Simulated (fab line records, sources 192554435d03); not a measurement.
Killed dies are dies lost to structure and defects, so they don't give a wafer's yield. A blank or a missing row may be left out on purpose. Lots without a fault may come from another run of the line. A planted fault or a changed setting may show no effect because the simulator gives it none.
Which tool did it? | flow n5_finfet | 19 lots, 57 wafers sampled, at 6 steps of a route of 1938

WHAT THE GAUGES READ, wafer by wafer
The record holds no reading of a measuring or inspecting step that can be judged against a usual standard deviation.

WHICH TOOL RAN EACH LOT (tool, then ch and the chambers of the sampled wafers, then the start)
lot  | N5_STI_FIN_REVEAL_OXIDATION_33      | N5_DUMMY_GATE_ETCH_31             | N5_SD_EPI_N_SD_RECESS_17        | N5_SD_EPI_N_STRIP_38                | N5_SD_EPI_P_ETCHBACK_46           | N5_SD_EPI_P_ETCH_16
L074 | plasma_asher-01 ch 0,1, day 2 13:47 | rie_diel-04 ch 0,1,3, day 2 23:50 | rie_si-06 ch 1,2,3, day 3 02:33 | plasma_asher-01 ch 0,1, day 3 02:38 | rie_diel-01 ch 0,1,2, day 3 07:04 | rie_diel-01 ch 0,1,2, day 3 07:16
L075 | plasma_asher-01 ch 1, day 2 22:38   | rie_diel-04 ch 1,3, day 3 08:17   | rie_si-01 ch 1,2,3, day 3 11:01 | plasma_asher-02 ch 0,1, day 3 11:07 | rie_diel-01 ch 0,1,2, day 3 15:56 | rie_diel-01 ch 0,1,2, day 3 16:08
L077 | plasma_asher-01 ch 0,1, day 3 11:59 | rie_diel-05 ch 2,3, day 3 21:41   | rie_si-01 ch 2,3, day 4 00:05   | plasma_asher-01 ch 0,1, day 4 00:13 | rie_diel-01 ch 1,2, day 4 04:37   | rie_diel-01 ch 1,2, day 4 04:53
L078 | plasma_asher-01 ch 0,1, day 3 14:43 | rie_diel-05 ch 0,1,3, day 4 00:10 | rie_si-01 ch 2,3, day 4 02:55   | plasma_asher-02 ch 0,1, day 4 03:00 | rie_diel-05 ch 0,3, day 4 07:11   | rie_diel-05 ch 0,3, day 4 07:23
L079 | plasma_asher-01 ch 0,1, day 3 20:54 | rie_diel-01 ch 0,1,2, day 4 06:15 | rie_si-02 ch 1,2,3, day 4 09:06 | plasma_asher-02 ch 0,1, day 4 09:13 | rie_diel-01 ch 0,1, day 4 13:52   | rie_diel-01 ch 0,1, day 4 14:04
L080 | plasma_asher-02 ch 0,1, day 4 02:13 | rie_diel-05 ch 0,3, day 4 11:40   | rie_si-06 ch 1,2,3, day 4 14:14 | plasma_asher-01 ch 0,1, day 4 14:22 | rie_diel-01 ch 0,2, day 4 19:02   | rie_diel-01 ch 0,2, day 4 19:14
L082 | plasma_asher-01 ch 0,1, day 4 15:20 | rie_diel-01 ch 0,1,2, day 5 01:51 | rie_si-02 ch 2,3, day 5 05:17   | plasma_asher-02 ch 0, day 5 05:23   | rie_diel-05 ch 0,2,3, day 5 10:38 | rie_diel-05 ch 0,2,3, day 5 10:50
L083 | plasma_asher-02 ch 0,1, day 4 21:13 | rie_diel-04 ch 0,3, day 5 11:35   | rie_si-06 ch 0,1,2, day 5 14:07 | plasma_asher-02 ch 0,1, day 5 14:13 | rie_diel-01 ch 1,2,3, day 5 18:11 | rie_diel-01 ch 1,2,3, day 5 18:23
L084 | plasma_asher-02 ch 0,1, day 5 04:25 | rie_diel-01 ch 1,2, day 5 13:49   | rie_si-06 ch 0,2,3, day 5 16:29 | plasma_asher-02 ch 0,1, day 5 16:35 | rie_diel-05 ch 1,2, day 5 21:17   | rie_diel-05 ch 1,2, day 5 21:29
L085 | plasma_asher-02 ch 0,1, day 5 12:25 | rie_diel-05 ch 1,3, day 5 22:05   | rie_si-01 ch 0,1,2, day 6 00:35 | plasma_asher-01 ch 0,1, day 6 00:41 | rie_diel-04 ch 1,2, day 6 04:55   | rie_diel-04 ch 1,2, day 6 05:07
L086 | plasma_asher-02 ch 0,1, day 5 15:21 | rie_diel-01 ch 1,3, day 6 00:44   | rie_si-06 ch 0,1,3, day 6 03:14 | plasma_asher-01 ch 0,1, day 6 03:20 | rie_diel-04 ch 0,1,2, day 6 07:35 | rie_diel-04 ch 0,1,2, day 6 07:47
L087 | plasma_asher-01 ch 0,1, day 5 21:38 | rie_diel-04 ch 2,3, day 6 08:03   | rie_si-06 ch 1,2, day 6 10:33   | plasma_asher-01 ch 0,1, day 6 10:40 | rie_diel-04 ch 1,2,3, day 6 15:17 | rie_diel-04 ch 1,2,3, day 6 15:29
L089 | plasma_asher-02 ch 0,1, day 6 07:22 | rie_diel-04 ch 0,1,2, day 6 16:53 | rie_si-01 ch 0,1, day 6 20:17   | plasma_asher-02 ch 0,1, day 6 20:23 | rie_diel-05 ch 0,1,2, day 7 00:50 | rie_diel-05 ch 0,1,2, day 7 01:02
L090 | plasma_asher-02 ch 0,1, day 6 13:14 | rie_diel-04 ch 0,3, day 6 23:31   | rie_si-02 ch 0,1,2, day 7 02:29 | plasma_asher-01 ch 0,1, day 7 02:34 | rie_diel-05 ch 0,3, day 7 06:40   | rie_diel-05 ch 0,3, day 7 06:52
L091 | plasma_asher-01 ch 0,1, day 6 20:10 | rie_diel-01 ch 1,2, day 7 05:37   | rie_si-06 ch 0,2,3, day 7 08:07 | plasma_asher-01 ch 0,1, day 7 08:14 | rie_diel-01 ch 0,1, day 7 12:23   | rie_diel-01 ch 0,1, day 7 12:35
L092 | plasma_asher-01 ch 0,1, day 7 02:38 | rie_diel-05 ch 0,1,2, day 7 12:14 | rie_si-06 ch 0,1,3, day 7 14:58 | plasma_asher-01 ch 0,1, day 7 15:04 | rie_diel-05 ch 0,1,3, day 7 19:09 | rie_diel-05 ch 0,1,3, day 7 19:21
L093 | plasma_asher-02 ch 0,1, day 7 06:55 | rie_diel-05 ch 2,3, day 7 16:26   | rie_si-06 ch 0,1,3, day 7 19:01 | plasma_asher-01 ch 0,1, day 7 19:08 | rie_diel-04 ch 1,2,3, day 7 23:46 | rie_diel-04 ch 1,2,3, day 7 23:58
L095 | plasma_asher-02 ch 0,1, day 7 19:18 | rie_diel-04 ch 0,1,2, day 8 04:37 | rie_si-02 ch 0,1,2, day 8 07:10 | plasma_asher-02 ch 0,1, day 8 07:16 | rie_diel-01 ch 0,1,2, day 8 12:02 | rie_diel-01 ch 0,1,2, day 8 12:14
L096 | plasma_asher-01 ch 0,1, day 8 00:42 | rie_diel-05 ch 0,1,3, day 8 10:09 | rie_si-01 ch 1,2,3, day 8 12:40 | plasma_asher-01 ch 0,1, day 8 12:46 | rie_diel-05 ch 1,2,3, day 8 17:04 | rie_diel-05 ch 1,2,3, day 8 17:16
- N5_STI_FIN_REVEAL_OXIDATION_33: chemistry O2 PLASMA REMOTE, time 20 s.
- N5_DUMMY_GATE_ETCH_31: etches SiO2 in C4F6/O2, target depth 82.5 nm, time 27.5 s.
- N5_SD_EPI_N_SD_RECESS_17: chemistry HBr/Cl2/O2, target depth 41 nm, time 23.7 s, bt time 3 s.
- N5_SD_EPI_N_STRIP_38: strips in N2/H2.
- N5_SD_EPI_P_ETCHBACK_46: etches SiNx in CH3F/O2, stops on SiO2, target depth 17.5 nm.
- N5_SD_EPI_P_ETCH_16: etches SiO2 in CHF3/O2, target depth 5 nm.

WHAT THE TOOLS THEMSELVES READ (means of the sampled wafers that have a number; where no wafer has one, the mark that the record gives instead)
N5_STI_FIN_REVEAL_OXIDATION_33. Usual: drypump_motor_current_A 5.84 A, standard deviation 0.061; heater_power_w 137 W, standard deviation 14; rf_fwd_power_W 1982 W, standard deviation 6.3.
lot  | tool            | drypump_motor_current_A (A) | heater_power_w (W) | rf_fwd_power_W (W) | flag
L074 | plasma_asher-01 | 5.89                        | 141                | 1980               |
L075 | plasma_asher-01 | 5.88                        | 153                | 1991               |
L077 | plasma_asher-01 | 5.89                        | 141                | 1978               |
L078 | plasma_asher-01 | 5.85                        | 147                | 1985               |
L079 | plasma_asher-01 | 5.89                        | 143                | 1982               |
L080 | plasma_asher-02 | 5.78                        | 124                | 1980               |
L082 | plasma_asher-01 | 5.90                        | 146                | 1991               |
L083 | plasma_asher-02 | 5.74                        | 136                | 1980               |
L084 | plasma_asher-02 | 5.79                        | 132                | 1989               |
L085 | plasma_asher-02 | 5.80                        | 125                | 1976               |
L086 | plasma_asher-02 | 5.78                        | 132                | 1983               |
L087 | plasma_asher-01 | 5.88                        | 140                | 1985               |
L089 | plasma_asher-02 | 5.78                        | 134                | 1977               |
L090 | plasma_asher-02 | 5.78                        | 132                | 1975               |
L091 | plasma_asher-01 | 5.88                        | 140                | 1985               |
L092 | plasma_asher-01 | 5.83                        | 149                | 1987               |
L093 | plasma_asher-02 | 5.77                        | 133                | 1975               |
L095 | plasma_asher-02 | 5.79                        | 134                | 1978               |
L096 | plasma_asher-01 | 5.93                        | 140                | 1984               |

N5_DUMMY_GATE_ETCH_31. Usual: drypump_motor_current_A 5.6 A, standard deviation 0.44; mfc_ar_sccm 299.8 sccm, standard deviation 0.9; oes_product_au 0.81 a.u., standard deviation 0.084; rf_fwd_power_W 341.6 W, standard deviation 1.3; rf_vpp_V 660 V, standard deviation 13; showerhead_plenum_p_Torr 2.84 Torr, standard deviation 0.078; throttle_valve_pct 21.23 %, standard deviation 0.21.
lot  | tool        | drypump_motor_current_A (A) | mfc_ar_sccm (sccm) | oes_product_au (a.u.) | rf_fwd_power_W (W) | rf_vpp_V (V) | showerhead_plenum_p_Torr (Torr) | throttle_valve_pct (%) | flag
L074 | rie_diel-04 | 5.8                         | 299.7              | 0.80                  | 341.6              | 668          | 2.83                            | 21.34                  |
L075 | rie_diel-04 | 5.8                         | 299.6              | 0.80                  | 340.5              | 669          | 2.84                            | 21.43                  |
L077 | rie_diel-05 | 5.1                         | 301.1              | 0.90                  | 341.1              | 654          | 2.80                            | 21.14                  |
L078 | rie_diel-05 | 5.2                         | 299.4              | 0.88                  | 341.4              | 659          | 2.93                            | 21.22                  |
L079 | rie_diel-01 | 5.8                         | 299.5              | 0.80                  | 340.7              | 674          | 2.92                            | 21.16                  |
L080 | rie_diel-05 | 4.8                         | 300.3              | 0.79                  | 340.7              | 657          | 2.90                            | 21.18                  |
L082 | rie_diel-01 | 5.8                         | 299.6              | 0.78                  | 341.8              | 675          | 2.92                            | 21.15                  |
L083 | rie_diel-04 | 5.9                         | 300.5              | 0.72                  | 341.3              | 672          | 2.84                            | 21.52                  |
L084 | rie_diel-01 | 5.8                         | 299.2              | 0.79                  | 341.0              | 664          | 2.91                            | 20.93                  |
L085 | rie_diel-05 | 5.3                         | 299.7              | 0.90                  | 341.2              | 656          | 2.87                            | 21.18                  |
L086 | rie_diel-01 | 6.2                         | 299.7              | 0.87                  | 341.1              | 661          | 2.86                            | 21.17                  |
L087 | rie_diel-04 | 5.6                         | 299.9              | 0.77                  | 342.7              | 646          | 2.79                            | 21.23                  |
L089 | rie_diel-04 | 5.7                         | 300.3              | 0.79                  | 341.2              | 657          | 2.79                            | 21.20                  |
L090 | rie_diel-04 | 5.9                         | 298.3              | 0.72                  | 340.9              | 672          | 2.83                            | 21.53                  |
L091 | rie_diel-01 | 5.4                         | 299.5              | 0.82                  | 341.6              | 664          | 2.90                            | 20.95                  |
L092 | rie_diel-05 | 5.4                         | 299.6              | 0.80                  | 341.3              | 659          | 2.91                            | 21.34                  |
L093 | rie_diel-05 | 5.1                         | 299.3              | 0.85                  | 341.4              | 653          | 2.78                            | 21.19                  |
L095 | rie_diel-04 | 5.7                         | 300.5              | 0.77                  | 342.0              | 656          | 2.78                            | 21.20                  |
L096 | rie_diel-05 | 5.2                         | 299.8              | 0.82                  | 341.1              | 658          | 2.91                            | 21.26                  |

N5_SD_EPI_N_SD_RECESS_17. Usual: drypump_motor_current_A 5.7 A, standard deviation 0.44; oes_product_au 0.996 a.u., standard deviation 0.013; rf_fwd_power_W 794.9 W, standard deviation 2.4; throttle_valve_pct 37.0 %, standard deviation 0.33.
lot  | tool      | drypump_motor_current_A (A) | oes_product_au (a.u.) | rf_fwd_power_W (W) | throttle_valve_pct (%) | flag
L074 | rie_si-06 | 5.7                         | 0.999                 | 795.3              | 37.1                   |
L075 | rie_si-01 | 5.5                         | 0.995                 | 794.6              | 37.0                   |
L077 | rie_si-01 | 5.0                         | 0.997                 | 797.7              | 37.1                   |
L078 | rie_si-01 | 5.0                         | 0.997                 | 795.0              | 37.1                   |
L079 | rie_si-02 | 5.6                         | 1.002                 | 793.7              | 37.3                   |
L080 | rie_si-06 | 5.7                         | 1.000                 | 794.2              | 37.1                   |
L082 | rie_si-02 | 5.6                         | 1.011                 | 797.4              | 37.6                   |
L083 | rie_si-06 | 5.5                         | 0.995                 | 794.5              | 36.8                   |
L084 | rie_si-06 | 5.9                         | 1.000                 | 793.7              | 37.0                   |
L085 | rie_si-01 | 5.6                         | 0.979                 | 794.3              | 36.9                   |
L086 | rie_si-06 | 5.6                         | 1.002                 | 793.6              | 37.1                   |
L087 | rie_si-06 | 5.4                         | 0.992                 | 794.4              | 36.9                   |
L089 | rie_si-01 | 6.1                         | 0.976                 | 796.2              | 36.8                   |
L090 | rie_si-02 | 5.5                         | 0.991                 | 793.5              | 37.0                   |
L091 | rie_si-06 | 5.9                         | 0.995                 | 796.7              | 37.0                   |
L092 | rie_si-06 | 5.6                         | 1.003                 | 795.8              | 37.1                   |
L093 | rie_si-06 | 5.6                         | 0.998                 | 796.9              | 37.1                   |
L095 | rie_si-02 | 5.5                         | 0.997                 | 794.2              | 37.0                   |
L096 | rie_si-01 | 5.5                         | 0.993                 | 794.4              | 37.0                   |

N5_SD_EPI_N_STRIP_38. Usual: drypump_motor_current_A 5.85 A, standard deviation 0.063; heater_power_w 317 W, standard deviation 31; oes_product_au 0.761 a.u., standard deviation 0.012.
lot  | tool            | drypump_motor_current_A (A) | heater_power_w (W) | oes_product_au (a.u.) | flag
L074 | plasma_asher-01 | 5.88                        | 338                | 0.760                 |
L075 | plasma_asher-02 | 5.82                        | 287                | 0.764                 |
L077 | plasma_asher-01 | 5.89                        | 326                | 0.771                 |
L078 | plasma_asher-02 | 5.81                        | 292                | 0.767                 |
L079 | plasma_asher-02 | 5.76                        | 307                | 0.755                 |
L080 | plasma_asher-01 | 5.91                        | 337                | 0.756                 |
L082 | plasma_asher-02 | 5.80                        | 327                | 0.760                 |
L083 | plasma_asher-02 | 5.80                        | 306                | 0.768                 |
L084 | plasma_asher-02 | 5.80                        | 284                | 0.752                 |
L085 | plasma_asher-01 | 5.86                        | 325                | 0.754                 |
L086 | plasma_asher-01 | 5.89                        | 326                | 0.756                 |
L087 | plasma_asher-01 | 5.91                        | 338                | 0.756                 |
L089 | plasma_asher-02 | 5.77                        | 309                | 0.755                 |
L090 | plasma_asher-01 | 5.88                        | 336                | 0.765                 |
L091 | plasma_asher-01 | 5.88                        | 323                | 0.759                 |
L092 | plasma_asher-01 | 5.91                        | 325                | 0.765                 |
L093 | plasma_asher-01 | 5.87                        | 341                | 0.755                 |
L095 | plasma_asher-02 | 5.80                        | 289                | 0.752                 |
L096 | plasma_asher-01 | 5.88                        | 339                | 0.757                 |

N5_SD_EPI_P_ETCHBACK_46. Usual: drypump_motor_current_A 5.6 A, standard deviation 0.5; mfc_ar_sccm 150.0 sccm, standard deviation 0.38; oes_product_au 0.68 a.u., standard deviation 0.072; rf_fwd_power_W 393.2 W, standard deviation 1.2; rf_vpp_V 296 V, standard deviation 6.3; showerhead_plenum_p_Torr 2.02 Torr, standard deviation 0.06; throttle_valve_pct 16.38 %, standard deviation 0.23.
lot  | tool        | drypump_motor_current_A (A) | mfc_ar_sccm (sccm) | oes_product_au (a.u.) | rf_fwd_power_W (W) | rf_vpp_V (V) | showerhead_plenum_p_Torr (Torr) | throttle_valve_pct (%) | flag
L074 | rie_diel-01 | 5.8                         | 150.2              | 0.68                  | 394.6              | 302          | 2.06                            | 16.33                  |
L075 | rie_diel-01 | 5.8                         | 149.9              | 0.68                  | 392.6              | 302          | 2.06                            | 16.33                  |
L077 | rie_diel-01 | 5.4                         | 149.9              | 0.73                  | 391.9              | 296          | 2.05                            | 16.10                  |
L078 | rie_diel-05 | 4.9                         | 149.8              | 0.74                  | 393.0              | 293          | 2.00                            | 16.26                  |
L079 | rie_diel-01 | 6.1                         | 149.6              | 0.61                  | 392.9              | 307          | 2.06                            | 16.59                  |
L080 | rie_diel-01 | 5.8                         | 150.2              | 0.65                  | 392.3              | 306          | 2.05                            | 16.55                  |
L082 | rie_diel-05 | 5.1                         | 150.0              | 0.69                  | 393.7              | 293          | 1.99                            | 16.34                  |
L083 | rie_diel-01 | 5.8                         | 150.4              | 0.73                  | 393.0              | 296          | 2.03                            | 16.21                  |
L084 | rie_diel-05 | 5.6                         | 150.0              | 0.70                  | 393.8              | 294          | 2.00                            | 16.43                  |
L085 | rie_diel-04 | 5.6                         | 150.1              | 0.71                  | 393.6              | 287          | 1.94                            | 16.24                  |
L086 | rie_diel-04 | 5.7                         | 149.9              | 0.68                  | 393.2              | 293          | 1.95                            | 16.35                  |
L087 | rie_diel-04 | 5.7                         | 150.0              | 0.68                  | 393.8              | 293          | 1.96                            | 16.43                  |
L089 | rie_diel-05 | 5.4                         | 149.9              | 0.68                  | 393.2              | 295          | 2.04                            | 16.48                  |
L090 | rie_diel-05 | 4.9                         | 150.1              | 0.71                  | 392.7              | 293          | 1.99                            | 16.28                  |
L091 | rie_diel-01 | 6.1                         | 149.8              | 0.60                  | 392.4              | 302          | 2.05                            | 16.43                  |
L092 | rie_diel-05 | 5.2                         | 150.0              | 0.71                  | 393.6              | 294          | 2.05                            | 16.39                  |
L093 | rie_diel-04 | 5.7                         | 150.2              | 0.67                  | 393.0              | 293          | 1.96                            | 16.45                  |
L095 | rie_diel-01 | 5.8                         | 150.3              | 0.64                  | 394.2              | 301          | 2.05                            | 16.40                  |
L096 | rie_diel-05 | 5.5                         | 150.0              | 0.71                  | 393.4              | 294          | 2.01                            | 16.39                  |

N5_SD_EPI_P_ETCH_16. Usual: drypump_motor_current_A 5.6 A, standard deviation 0.5; mfc_ar_sccm 200.0 sccm, standard deviation 0.55; oes_product_au 0.80 a.u., standard deviation 0.086; rf_fwd_power_W 642.9 W, standard deviation 2.9; rf_vpp_V 522 V, standard deviation 11; showerhead_plenum_p_Torr 2.43 Torr, standard deviation 0.068; throttle_valve_pct 18.94 %, standard deviation 0.24.
lot  | tool        | drypump_motor_current_A (A) | mfc_ar_sccm (sccm) | oes_product_au (a.u.) | rf_fwd_power_W (W) | rf_vpp_V (V) | showerhead_plenum_p_Torr (Torr) | throttle_valve_pct (%) | flag
L074 | rie_diel-01 | 5.8                         | 199.9              | 0.81                  | 643.5              | 531          | 2.48                            | 18.88                  |
L075 | rie_diel-01 | 5.8                         | 200.2              | 0.81                  | 643.9              | 533          | 2.48                            | 18.88                  |
L077 | rie_diel-01 | 5.4                         | 200.0              | 0.88                  | 638.9              | 522          | 2.47                            | 18.62                  |
L078 | rie_diel-05 | 4.9                         | 200.0              | 0.86                  | 642.7              | 516          | 2.41                            | 18.84                  |
L079 | rie_diel-01 | 6.1                         | 199.9              | 0.73                  | 644.9              | 541          | 2.49                            | 19.15                  |
L080 | rie_diel-01 | 5.8                         | 200.5              | 0.78                  | 643.6              | 540          | 2.48                            | 19.11                  |
L082 | rie_diel-05 | 5.1                         | 200.1              | 0.81                  | 643.9              | 516          | 2.40                            | 18.92                  |
L083 | rie_diel-01 | 5.8                         | 200.4              | 0.86                  | 640.7              | 522          | 2.44                            | 18.77                  |
L084 | rie_diel-05 | 5.6                         | 199.8              | 0.83                  | 643.3              | 517          | 2.41                            | 19.01                  |
L085 | rie_diel-04 | 5.6                         | 199.3              | 0.81                  | 645.8              | 507          | 2.34                            | 18.80                  |
L086 | rie_diel-04 | 5.7                         | 200.0              | 0.79                  | 644.4              | 516          | 2.36                            | 18.91                  |
L087 | rie_diel-04 | 5.7                         | 200.3              | 0.79                  | 641.1              | 516          | 2.36                            | 18.98                  |
L089 | rie_diel-05 | 5.4                         | 200.0              | 0.81                  | 644.4              | 518          | 2.46                            | 19.03                  |
L090 | rie_diel-05 | 4.9                         | 200.2              | 0.83                  | 640.9              | 515          | 2.41                            | 18.87                  |
L091 | rie_diel-01 | 6.1                         | 199.5              | 0.71                  | 642.1              | 532          | 2.47                            | 18.94                  |
L092 | rie_diel-05 | 5.2                         | 200.1              | 0.82                  | 641.1              | 518          | 2.46                            | 18.96                  |
L093 | rie_diel-04 | 5.7                         | 200.1              | 0.79                  | 641.8              | 516          | 2.36                            | 19.00                  |
L095 | rie_diel-01 | 5.8                         | 200.0              | 0.75                  | 643.3              | 531          | 2.46                            | 18.93                  |
L096 | rie_diel-05 | 5.5                         | 199.7              | 0.83                  | 640.6              | 517          | 2.42                            | 18.97                  |

THE ANSWER, worked out from the rows above alone
Rule: a lot is off if the mean of its wafers that have a number lies more than 3 standard deviations from the usual mean. A lot without any number at a reading at which 4 lots or more have one is off too. The other lots that the step has rows for count as sound. The gauges are gone through in route order, then the tools' own readings, and for those a lot's mean is taken as printed above. The first step at which some lot is off is used, and at that step the reading that is off furthest; a lot without a number counts as furthest.
No lot is off at any reading shown: from this, nothing can be told.

WHAT THE SIMULATOR HAD PUT IN
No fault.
